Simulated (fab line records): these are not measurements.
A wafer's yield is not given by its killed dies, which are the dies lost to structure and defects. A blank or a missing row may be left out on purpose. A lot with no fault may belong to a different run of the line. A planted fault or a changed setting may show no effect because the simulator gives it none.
fab line records	flow nandHarc
record lots=24	wafers=72	lastDay=32
route steps=1302 shown A_M0@1166 A_M1@1180 A_BONDPAD@1216
lots that met no fault: taken from a fault-free run of the same line
startH: hours from the record's opening day to when the first of the lot's shown wafers began	waitH: hours since the lot's step before	" as in the row above	L1.1+2: a single row standing in for several wafers	- either no value or no given start	* or withheld: withheld	< > ~ a bound
route shown NAME@n: NAME is a module with steps in the file, n the number in the route of the first one	usual: mean/standard deviation taken from wafers without a fault	same: alike in all rows	chamber/n: place in a boat	sites: per-site readings	_std_site: how widely they spread, as a standard deviation	_edge_site: mean of outer sites minus mean of inner sites	radiusMm: for every site, how far away it sits from the centre of the wafer	mask NAME#n: copy n	behind: tool/chamber where the wafer was last shaped	hold: the reason the lot was held/the length of the hold in hours/how it ended	device: transistor that didn't switch, given as n, p or np	end of line: the tests these same wafers got at the end of their route	step lacking rows: just its recipe	killed: the dies lost at the first sort to structure and to defects; this is not the yield of the wafer	map: a wafer's dies, x killed, . not, _ none there
set.NAME: the setting that was run; set.NAME@STEP: the one run at that earlier step	model.NAME: the simulator's own value behind a step, which no gauge read
one table for each step of the route and one row for each wafer, over a sample of lots
services: a tool's chamber out of use, with start hour (startH, from the record's first day; less than 0 if before it), hours out, and reason
## steps
# step NHARC_A_M0_INSPECT_27
# usual rawDefectCount=528/120
lot.wafer	tool	chamber	startH	waitH	rawDefectCount
L074.2	defectInspect-01	-	503.00	0.0	443
L074.3	"	-	"	"	583
L074.6	"	-	"	"	493
L075.3	defectInspect-01	-	509.84	0.0	385
L075.5	"	-	"	"	480
L075.6	"	-	"	"	341
L076.2	defectInspect-02	-	525.34	0.0	447
L076.4	"	-	"	"	471
L076.5	"	-	"	"	461
L078.1	defectInspect-02	-	526.57	0.0	557
L078.4	"	-	"	"	547
L078.6	"	-	"	"	473
L077.3	defectInspect-02	-	555.55	0.0	794
L077.4	"	-	"	"	673
L077.5	"	-	"	"	539
L080.1	defectInspect-02	-	559.29	0.0	569
L080.3	"	-	"	"	705
L080.5	"	-	"	"	601
L079.2	defectInspect-02	-	559.64	0.0	660
L079.3	"	-	"	"	449
L079.6	"	-	"	"	690
L081.1	defectInspect-02	-	584.75	0.0	627
L081.4	"	-	"	"	626
L081.6	"	-	"	"	493
L082.2	defectInspect-02	-	590.63	0.0	830
L082.3	"	-	"	"	629
L082.4	"	-	"	"	646
L083.1	defectInspect-01	-	600.88	0.0	748
L083.2	"	-	"	"	636
L083.6	"	-	"	"	444
L084.1	defectInspect-01	-	605.91	0.0	627
L084.2	"	-	"	"	578
L084.4	"	-	"	"	571
L085.1	defectInspect-01	-	609.22	0.0	466
L085.3	"	-	"	"	601
L085.6	"	-	"	"	519
L086.2	defectInspect-02	-	625.65	0.0	308
L086.3	"	-	"	"	416
L086.6	"	-	"	"	413
L087.1	defectInspect-02	-	627.76	0.0	489
L087.2	"	-	"	"	459
L087.3	"	-	"	"	424
L088.2	defectInspect-02	-	633.25	0.0	573
L088.4	"	-	"	"	355
L088.5	"	-	"	"	766
L089.3	defectInspect-02	-	635.61	0.0	669
L089.4	"	-	"	"	618
L089.6	"	-	"	"	578
L090.3	defectInspect-02	-	642.50	0.0	411
L090.4	"	-	"	"	411
L090.6	"	-	"	"	464
L092.3	defectInspect-01	-	674.23	0.0	432
L092.5	"	-	"	"	465
L092.6	"	-	"	"	390
L091.1	defectInspect-01	-	676.66	0.1	467
L091.5	"	-	"	"	611
L091.6	"	-	"	"	413
L094.4	defectInspect-01	-	703.19	0.0	764
L094.5	"	-	"	"	593
L094.6	"	-	"	"	573
L093.2	defectInspect-01	-	704.72	0.0	303
L093.3	"	-	"	"	330
L093.4	"	-	"	"	492
L096.1	defectInspect-02	-	717.12	0.0	314
L096.2	"	-	"	"	450
L096.4	"	-	"	"	294
L095.2	defectInspect-01	-	721.35	0.0	652
L095.4	"	-	"	"	620
L095.5	"	-	"	"	525
L097.1	defectInspect-01	-	727.35	0.0	557
L097.2	"	-	"	"	418
L097.3	"	-	"	"	606
# step NHARC_A_M1_OVL_MEAS_10
# recipe pitchNm=240
# usual overlayXNm=0.0/0.75	overlayYNm=0.1/0.73
lot.wafer	tool	chamber	startH	waitH	overlayXNm	overlayYNm
L074.2	overlay-01	-	504.34	-	1.1	-0.4
L074.3	"	-	"	"	0.9	0.6
L074.6	"	-	"	"	0.7	-0.2
L075.3	overlay-01	-	511.33	-	0.4	-0.3
L075.5	"	-	"	"	-0.2	-0.3
L075.6	"	-	"	"	-0.2	-0.5
L076.2	overlay-01	-	526.83	-	0.1	0.3
L076.4	"	-	"	"	0.1	0.3
L076.5	"	-	"	"	0.0	1.0
L078.1	overlay-02	-	528.04	-	0.6	0.3
L078.4	"	-	"	"	0.4	0.5
L078.6	"	-	"	"	0.8	0.0
L077.3	overlay-01	-	556.91	-	-0.5	0.0
L077.4	"	-	"	"	-0.8	0.1
L077.5	"	-	"	"	-0.7	0.7
L080.1	overlay-01	-	560.62	-	-0.3	2.4
L080.3	"	-	"	"	-0.5	2.4
L080.5	"	-	"	"	-0.1	2.5
L079.2	overlay-01	-	561.13	-	-1.4	-0.3
L079.3	"	-	"	"	-1.8	-0.2
L079.6	"	-	"	"	-1.0	-0.1
L081.1	overlay-01	-	586.23	-	1.0	-0.2
L081.4	"	-	"	"	0.7	0.1
L081.6	"	-	"	"	0.7	0.0
L082.2	overlay-01	-	592.11	-	0.0	-0.3
L082.3	"	-	"	"	-0.5	-0.4
L082.4	"	-	"	"	-0.3	0.4
L083.1	overlay-02	-	602.24	-	-1.5	-1.6
L083.2	"	-	"	"	-1.4	-1.5
L083.6	"	-	"	"	-1.0	-1.2
L084.1	overlay-01	-	607.25	-	0.6	1.0
L084.2	"	-	"	"	0.5	1.0
L084.4	"	-	"	"	0.4	1.3
L085.1	overlay-02	-	610.67	-	0.0	-0.2
L085.3	"	-	"	"	0.6	0.3
L085.6	"	-	"	"	0.0	-0.4
L086.2	overlay-01	-	627.01	-	1.3	-0.2
L086.3	"	-	"	"	0.9	-0.4
L086.6	"	-	"	"	0.4	-0.5
L087.1	overlay-02	-	629.12	-	0.4	0.4
L087.2	"	-	"	"	1.0	0.3
L087.3	"	-	"	"	0.9	0.4
L088.2	overlay-01	-	634.73	-	0.7	-0.6
L088.4	"	-	"	"	0.6	-1.1
L088.5	"	-	"	"	1.1	-0.5
L089.3	overlay-02	-	637.10	-	0.7	-0.1
L089.4	"	-	"	"	0.2	-0.3
L089.6	"	-	"	"	1.2	0.1
L090.3	overlay-02	-	643.86	-	-0.5	0.7
L090.4	"	-	"	"	-0.5	0.2
L090.6	"	-	"	"	-0.9	0.4
L092.3	overlay-02	-	675.71	-	0.7	-0.3
L092.5	"	-	"	"	1.3	0.1
L092.6	"	-	"	"	0.5	-0.7
L091.1	overlay-02	-	678.19	-	-0.1	0.6
L091.5	"	-	"	"	-1.1	0.1
L091.6	"	-	"	"	-0.1	0.2
L094.4	overlay-02	-	704.67	-	-0.9	-0.3
L094.5	"	-	"	"	-0.5	0.1
L094.6	"	-	"	"	-1.0	0.0
L093.2	overlay-01	-	706.08	-	-0.2	-0.8
L093.3	"	-	"	"	-0.7	-0.5
L093.4	"	-	"	"	-0.2	-0.6
L096.1	overlay-02	-	718.67	-	-0.3	0.8
L096.2	"	-	"	"	0.3	0.5
L096.4	"	-	"	"	0.1	0.8
L095.2	overlay-01	-	722.91	-	-0.6	-0.7
L095.4	"	-	"	"	-1.0	-0.3
L095.5	"	-	"	"	-0.8	-0.4
L097.1	overlay-02	-	728.84	-	-0.5	0.9
L097.2	"	-	"	"	-0.7	0.4
L097.3	"	-	"	"	-0.4	0.9
# step NHARC_A_M1_THK_MEAS_24
# recipe thkMeasGauge=xrf
# usual thkNm=154.1/1.5
lot.wafer	tool	chamber	startH	waitH	thkNm
L074.2	filmMetro-02	-	507.13	-	154.6
L074.3	"	-	"	"	153.4
L074.6	"	-	"	"	154.5
L075.3	filmMetro-02	-	513.85	-	154.3
L075.5	"	-	"	"	153.3
L075.6	"	-	"	"	156.8
L076.2	filmMetro-02	-	529.37	-	154.8
L076.4	"	-	"	"	156.2
L076.5	"	-	"	"	154.4
L078.1	filmMetro-02	-	530.56	-	155.2
L078.4	"	-	"	"	153.8
L078.6	"	-	"	"	155.5
L077.3	filmMetro-02	-	559.46	-	154.6
L077.4	"	-	"	"	152.2
L077.5	"	-	"	"	154.7
L080.1	filmMetro-02	-	563.12	-	153.3
L080.3	"	-	"	"	154.2
L080.5	"	-	"	"	152.7
L079.2	filmMetro-02	-	563.65	-	152.5
L079.3	"	-	"	"	152.8
L079.6	"	-	"	"	153.7
L081.1	filmMetro-01	-	588.83	-	153.5
L081.4	"	-	"	"	156.1
L081.6	"	-	"	"	152.8
L082.2	filmMetro-01	-	594.62	-	155.3
L082.3	"	-	"	"	153.8
L082.4	"	-	"	"	154.8
L083.1	filmMetro-01	-	604.74	-	154.0
L083.2	"	-	"	"	154.9
L083.6	"	-	"	"	153.5
L084.1	filmMetro-02	-	609.77	-	155.7
L084.2	"	-	"	"	155.0
L084.4	"	-	"	"	154.7
L085.1	filmMetro-02	-	613.18	-	154.6
L085.3	"	-	"	"	155.0
L085.6	"	-	"	"	155.4
L086.2	filmMetro-02	-	629.53	-	149.8
L086.3	"	-	"	"	155.7
L086.6	"	-	"	"	155.5
L087.1	filmMetro-02	-	631.65	-	154.9
L087.2	"	-	"	"	155.1
L087.3	"	-	"	"	152.2
L088.2	filmMetro-02	-	637.29	-	153.3
L088.4	"	-	"	"	153.6
L088.5	"	-	"	"	154.5
L089.3	filmMetro-01	-	639.69	-	153.3
L089.4	"	-	"	"	153.1
L089.6	"	-	"	"	154.2
L090.3	filmMetro-02	-	646.37	-	152.7
L090.4	"	-	"	"	153.1
L090.6	"	-	"	"	151.9
L092.3	filmMetro-02	-	678.22	-	156.9
L092.5	"	-	"	"	152.8
L092.6	"	-	"	"	154.5
L091.1	filmMetro-02	-	680.72	-	154.9
L091.5	"	-	"	"	155.2
L091.6	"	-	"	"	155.4
L094.4	filmMetro-02	-	707.18	-	156.6
L094.5	"	-	"	"	156.8
L094.6	"	-	"	"	155.5
L093.2	filmMetro-02	-	708.59	-	152.8
L093.3	"	-	"	"	152.6
L093.4	"	-	"	"	153.3
L096.1	filmMetro-01	-	721.49	-	153.7
L096.2	"	-	"	"	154.4
L096.4	"	-	"	"	155.7
L095.2	filmMetro-02	-	725.60	-	154.3
L095.4	"	-	"	"	151.5
L095.5	"	-	"	"	153.8
L097.1	filmMetro-02	-	731.39	-	153.1
L097.2	"	-	"	"	150.6
L097.3	"	-	"	"	153.2
# step NHARC_A_BONDPAD_OVL_MEAS_35
# usual overlayXNm=-1/5.4	overlayYNm=2/5.4
lot.wafer	tool	chamber	startH	waitH	overlayXNm	overlayYNm
L074.2	overlay-02	-	509.35	-	0	-1
L074.3	"	-	"	"	0	0
L074.6	"	-	"	"	0	0
L075.3	overlay-02	-	516.05	-	-2	5
L075.5	"	-	"	"	-3	6
L075.6	"	-	"	"	-2	6
L076.2	overlay-01	-	531.41	-	4	2
L076.4	"	-	"	"	4	1
L076.5	"	-	"	"	4	1
L078.1	overlay-01	-	532.73	-	3	9
L078.4	"	-	"	"	2	9
L078.6	"	-	"	"	3	9
L077.3	overlay-01	-	561.64	-	4	1
L077.4	"	-	"	"	3	1
L077.5	"	-	"	"	3	1
L080.1	overlay-02	-	565.29	-	-3	-4
L080.3	"	-	"	"	-3	-3
L080.5	"	-	"	"	-3	-3
L079.2	overlay-01	-	565.83	-	5	4
L079.3	"	-	"	"	5	5
L079.6	"	-	"	"	5	5
L081.1	overlay-01	-	591.00	-	-1	14
L081.4	"	-	"	"	-1	14
L081.6	"	-	"	"	-1	14
L082.2	overlay-01	-	596.66	-	-1	3
L082.3	"	-	"	"	-1	4
L082.4	"	-	"	"	0	3
L083.1	overlay-02	-	606.92	-	0	6
L083.2	"	-	"	"	0	5
L083.6	"	-	"	"	-1	5
L084.1	overlay-01	-	611.94	-	-8	2
L084.2	"	-	"	"	-8	2
L084.4	"	-	"	"	-8	1
L085.1	overlay-02	-	615.25	-	7	-2
L085.3	"	-	"	"	7	-2
L085.6	"	-	"	"	6	-2
L086.2	overlay-01	-	631.58	-	-7	-4
L086.3	"	-	"	"	-7	-3
L086.6	"	-	"	"	-7	-3
L087.1	overlay-01	-	633.81	-	1	-3
L087.2	"	-	"	"	1	-3
L087.3	"	-	"	"	1	-3
L088.2	overlay-01	-	639.46	-	-10	2
L088.4	"	-	"	"	-9	2
L088.5	"	-	"	"	-9	2
L089.3	overlay-02	-	641.86	-	-7	4
L089.4	"	-	"	"	-6	4
L089.6	"	-	"	"	-6	4
L090.3	overlay-01	-	648.41	-	0	0
L090.4	"	-	"	"	0	1
L090.6	"	-	"	"	0	0
L092.3	overlay-02	-	680.27	-	-13	0
L092.5	"	-	"	"	-13	0
L092.6	"	-	"	"	-13	0
L091.1	overlay-02	-	682.89	-	-11	2
L091.5	"	-	"	"	-11	2
L091.6	"	-	"	"	-11	2
L094.4	overlay-01	-	709.36	-	8	16
L094.5	"	-	"	"	9	16
L094.6	"	-	"	"	8	16
L093.2	overlay-02	-	710.76	-	0	5
L093.3	"	-	"	"	1	6
L093.4	"	-	"	"	1	6
L096.1	overlay-02	-	725.64	-	4	-9
L096.2	"	-	"	"	4	-9
L096.4	"	-	"	"	4	-9
L095.2	overlay-02	-	727.78	-	-1	8
L095.4	"	-	"	"	-2	8
L095.5	"	-	"	"	-1	8
L097.1	overlay-02	-	733.57	-	-2	-1
L097.2	"	-	"	"	-1	-1
L097.3	"	-	"	"	-1	-2
# step NHARC_A_BONDPAD_DESCUM_11
# recipe timeS=3	o2FlowSccm=200	arFlowSccm=0	biasPowerW=0	chemistry=O2
# usual drypumpMotorCurrentA=5.9/0.4	oesProductAu=0.998/0.0075	rfVppV=57.6/0.89	showerheadPlenumPTorr=1.86/0.069	throttleValvePct=11.311/0.0089
lot.wafer	tool	chamber	startH	waitH	drypumpMotorCurrentA	oesProductAu	rfHoursCounterH	rfVppV	showerheadPlenumPTorr	throttleValvePct
L074.2	rieDiel-13	3	509.48	-	5.2	1.013	0	56.9	1.82	11.317
L074.3	"	0	"	"	5.9	1.009	0	58.6	1.83	11.308
L074.6	"	3	"	"	5.2	0.990	-	57.2	1.82	11.319
L075.3	rieDiel-13	2	516.18	-	6.2	1.000	0	58.0	1.97	11.309
L075.5	"	2	"	"	6.1	0.995	-	59.6	1.97	11.303
L075.6	"	3	"	"	5.2	0.991	-	56.6	1.82	11.308
L076.4	rieDiel-02	3	531.54	-	5.8	1.000	23	58.3	1.85	11.313
L076.2	"	1	"	"	6.2	1.011	24	57.6	1.84	11.297
L076.5	"	2	"	"	5.4	0.988	-	57.3	1.83	11.325
L078.1	rieDiel-13	1	532.85	-	6.2	0.987	1	56.1	1.81	11.315
L078.4	"	2	"	"	6.2	0.982	1	57.3	1.97	11.322
L078.6	"	2	"	"	6.2	0.988	-	58.4	1.97	11.299
L077.4	rieDiel-13	3	561.78	-	5.2	0.998	2	56.8	1.82	11.302
L077.3	"	0	"	"	5.8	1.001	2	58.3	1.83	11.289
L077.5	"	1	"	"	6.3	0.999	-	57.6	1.81	11.311
L080.3	rieDiel-13	3	565.42	-	5.2	1.001	2	56.2	1.82	11.313
L080.1	"	0	"	"	5.8	0.988	2	57.2	1.83	11.309
L080.5	"	0	"	"	5.8	1.000	-	56.4	1.83	11.315
L079.3	rieDiel-13	0	565.95	-	5.8	1.001	2	58.3	1.83	11.301
L079.2	"	3	"	"	5.2	1.005	2	56.3	1.82	11.323
L079.6	"	0	"	"	5.8	0.993	-	58.4	1.83	11.316
L081.4	rieDiel-01	3	591.13	-	5.5	1.001	16	57.1	1.96	11.306
L081.1	"	0	"	"	4.9	1.007	17	57.7	1.86	11.318
L081.6	"	2	"	"	5.9	1.013	-	57.5	1.99	11.327
L082.2	rieDiel-13	0	596.78	-	5.8	1.003	2	57.7	1.83	11.318
L082.3	"	1	"	"	6.3	0.999	2	58.2	1.81	11.320
L082.4	"	2	"	"	6.1	0.990	2	60.0	1.97	11.306
L083.1	rieDiel-02	1	607.05	-	6.2	1.004	9	57.9	1.84	11.315
L083.2	"	2	"	"	5.4	0.992	11	56.0	1.82	11.302
L083.6	"	1	"	"	6.2	1.012	-	57.1	1.84	11.309
L084.2	rieDiel-13	1	612.06	-	6.3	0.995	3	56.3	1.81	11.308
L084.4	"	2	"	"	6.2	0.987	3	59.0	1.97	11.314
L084.1	"	0	"	"	5.8	0.999	3	56.9	1.83	11.304
L085.1	rieDiel-13	1	615.38	-	6.3	0.991	3	56.8	1.81	11.316
L085.3	"	2	"	"	6.1	0.989	3	58.9	1.97	11.330
L085.6	"	0	"	"	5.8	0.997	-	56.7	1.83	11.315
L086.2	rieDiel-13	0	631.71	-	5.8	0.998	4	56.0	1.83	11.314
L086.3	"	2	"	"	6.1	0.998	4	59.4	1.97	11.328
L086.6	"	0	"	"	5.8	1.001	-	57.3	1.83	11.311
L087.3	rieDiel-13	0	633.95	-	5.8	0.998	4	58.3	1.83	11.309
L087.2	"	1	"	"	6.3	0.988	4	58.4	1.81	11.304
L087.1	"	2	"	"	6.2	0.994	4	57.6	1.97	11.306
L088.4	rieDiel-02	1	639.58	-	6.2	0.994	14	57.6	1.84	11.317
L088.2	"	2	"	"	5.5	0.996	15	59.3	1.82	11.321
L088.5	"	2	"	"	5.4	0.993	-	57.8	1.82	11.308
L089.3	rieDiel-13	0	641.99	-	5.8	1.001	4	56.5	1.83	11.301
L089.4	"	1	"	"	6.3	1.008	4	57.0	1.81	11.305
L089.6	"	1	"	"	6.3	1.001	-	58.2	1.81	11.314
L090.4	rieDiel-13	1	648.54	-	6.3	0.991	5	57.8	1.81	11.313
L090.3	"	3	"	"	5.2	0.984	5	57.8	1.82	11.308
L090.6	"	2	"	"	6.1	0.985	-	57.8	1.97	11.323
L092.3	rieDiel-02	1	680.40	-	6.2	0.996	19	57.5	1.84	11.305
L092.5	"	1	"	"	6.1	0.998	-	57.4	1.84	11.308
L092.6	"	2	"	"	5.4	0.997	-	58.4	1.82	11.309
L091.1	rieDiel-13	3	683.03	-	5.2	1.008	0	58.3	1.82	11.303
L091.5	"	1	"	"	6.3	0.996	-	57.2	1.81	11.293
L091.6	"	2	"	"	6.2	1.018	-	59.9	1.97	11.310
L094.4	rieDiel-13	2	709.51	-	6.2	1.001	0	58.4	1.97	11.315
L094.5	"	3	"	"	5.2	1.009	-	56.6	1.82	11.326
L094.6	"	0	"	"	5.9	0.995	-	57.9	1.83	11.329
L093.2	rieDiel-13	2	710.89	-	6.2	1.001	0	58.2	1.97	11.313
L093.3	"	3	"	"	5.2	1.002	0	57.8	1.82	11.299
L093.4	"	0	"	"	5.8	1.000	-	58.1	1.83	11.310
L096.4	rieDiel-13	0	725.77	-	5.8	1.015	1	57.5	1.83	11.308
L096.1	"	1	"	"	6.3	1.005	0	56.5	1.81	11.291
L096.2	"	3	"	"	5.2	1.002	1	56.3	1.82	11.313
L095.2	rieDiel-13	3	727.92	-	5.2	1.000	1	58.2	1.82	11.319
L095.4	"	0	"	"	5.8	0.994	1	57.8	1.83	11.307
L095.5	"	1	"	"	6.3	1.011	-	57.2	1.81	11.293
L097.3	rieDiel-13	0	733.69	-	5.8	1.001	1	57.4	1.83	11.313
L097.2	"	1	"	"	6.3	0.998	1	57.2	1.81	11.297
L097.1	"	2	"	"	6.1	0.992	1	58.7	1.97	11.299
# step NHARC_A_BONDPAD_ANNEAL_28
# recipe tempC=225	timeS=90
# usual wafer_temp_C_max=226.2/0.32
lot.wafer	tool	chamber	startH	waitH	wafer_temp_C_max
L074.2	rtpAnneal-01	0	511.21	0.3	226.5
L074.3	"	0	"	"	226.1
L074.6	"	0	"	"	226.2
L075.3	rtpAnneal-02	0	517.97	-	225.9
L075.5	"	0	"	"	226.2
L075.6	"	0	"	"	226.0
L076.2	rtpAnneal-01	0	533.26	-	226.8
L076.4	"	0	"	"	226.2
L076.5	"	0	"	"	226.3
L078.1	rtpAnneal-01	0	534.52	-	226.7
L078.4	"	0	"	"	226.6
L078.6	"	0	"	"	226.2
L077.3	rtpAnneal-01	0	563.55	-	226.0
L077.4	"	0	"	"	225.8
L077.5	"	0	"	"	226.5
L080.1	rtpAnneal-01	0	567.14	0.3	226.1
L080.3	"	0	"	"	226.1
L080.5	"	0	"	"	226.0
L079.2	rtpAnneal-02	0	567.68	-	225.7
L079.3	"	0	"	"	226.0
L079.6	"	0	"	"	226.1
L081.1	rtpAnneal-01	0	592.80	0.3	226.2
L081.4	"	0	"	"	226.2
L081.6	"	0	"	"	226.1
L082.2	rtpAnneal-01	0	598.52	0.3	226.5
L082.3	"	0	"	"	227.0
L082.4	"	0	"	"	226.6
L083.1	rtpAnneal-02	0	608.72	-	225.9
L083.2	"	0	"	"	226.1
L083.6	"	0	"	"	226.1
L084.1	rtpAnneal-01	0	613.74	-	226.2
L084.2	"	0	"	"	226.4
L084.4	"	0	"	"	226.2
L085.1	rtpAnneal-02	0	617.18	0.3	226.0
L085.3	"	0	"	"	226.1
L085.6	"	0	"	"	225.9
L086.2	rtpAnneal-01	0	633.72	0.6	227.1
L086.3	"	0	"	"	225.7
L086.6	"	0	"	"	226.0
L087.1	rtpAnneal-02	0	635.63	0.3	226.2
L087.2	"	0	"	"	226.1
L087.3	"	0	"	"	226.5
L088.2	rtpAnneal-01	0	641.33	-	226.1
L088.4	"	0	"	"	226.4
L088.5	"	0	"	"	225.8
L089.3	rtpAnneal-01	0	643.89	0.3	225.8
L089.4	"	0	"	"	226.2
L089.6	"	0	"	"	226.1
L090.3	rtpAnneal-02	0	650.31	-	226.2
L090.4	"	0	"	"	226.1
L090.6	"	0	"	"	225.9
L092.3	rtpAnneal-01	0	682.33	-	225.9
L092.5	"	0	"	"	225.9
L092.6	"	0	"	"	226.2
L091.1	rtpAnneal-02	0	684.69	0.3	225.6
L091.5	"	0	"	"	226.2
L091.6	"	0	"	"	225.7
L094.4	rtpAnneal-01	0	711.31	0.3	226.3
L094.5	"	0	"	"	225.8
L094.6	"	0	"	"	226.5
L093.2	rtpAnneal-01	0	712.70	-	226.1
L093.3	"	0	"	"	227.0
L093.4	"	0	"	"	226.3
L096.1	rtpAnneal-01	0	727.49	-	225.7
L096.2	"	0	"	"	226.3
L096.4	"	0	"	"	225.9
L095.2	rtpAnneal-01	0	729.62	-	226.0
L095.4	"	0	"	"	226.1
L095.5	"	0	"	"	226.0
L097.1	rtpAnneal-02	0	735.37	0.3	226.0
L097.2	"	0	"	"	226.0
L097.3	"	0	"	"	226.0
## services
tool	chamber	startH	hours	kind
rieDiel-13	-	495.24	9.0	pm
rieDiel-13	0	495.24	9.0	ventCycle
rieDiel-13	1	495.24	9.0	ventCycle
rieDiel-13	2	495.24	9.0	ventCycle
rieDiel-13	3	495.24	9.0	ventCycle
rieDiel-13	0	504.24	-	clean
rieDiel-13	1	504.24	-	clean
rieDiel-13	2	504.24	-	clean
rieDiel-13	3	504.24	-	clean
rieDiel-13	0	528.74	-	clean
rieDiel-13	1	528.74	-	clean
rieDiel-13	2	528.74	-	clean
rieDiel-13	3	528.74	-	clean
rieDiel-01	-	534.69	9.0	pm
rieDiel-02	-	546.98	9.0	pm
rieDiel-13	3	615.02	5.6	repair
rieDiel-02	0	642.01	23.0	repair
rieDiel-13	-	672.24	9.0	pm
rieDiel-13	2	702.76	4.6	repair
rieDiel-13	1	710.52	4.5	repair
rieDiel-01	-	711.69	9.0	pm
rtpAnneal-02	-	720.00	12.0	pm
rieDiel-02	-	723.98	9.0	pm
rieDiel-01	0	729.53	2.4	repair
## key
fault none
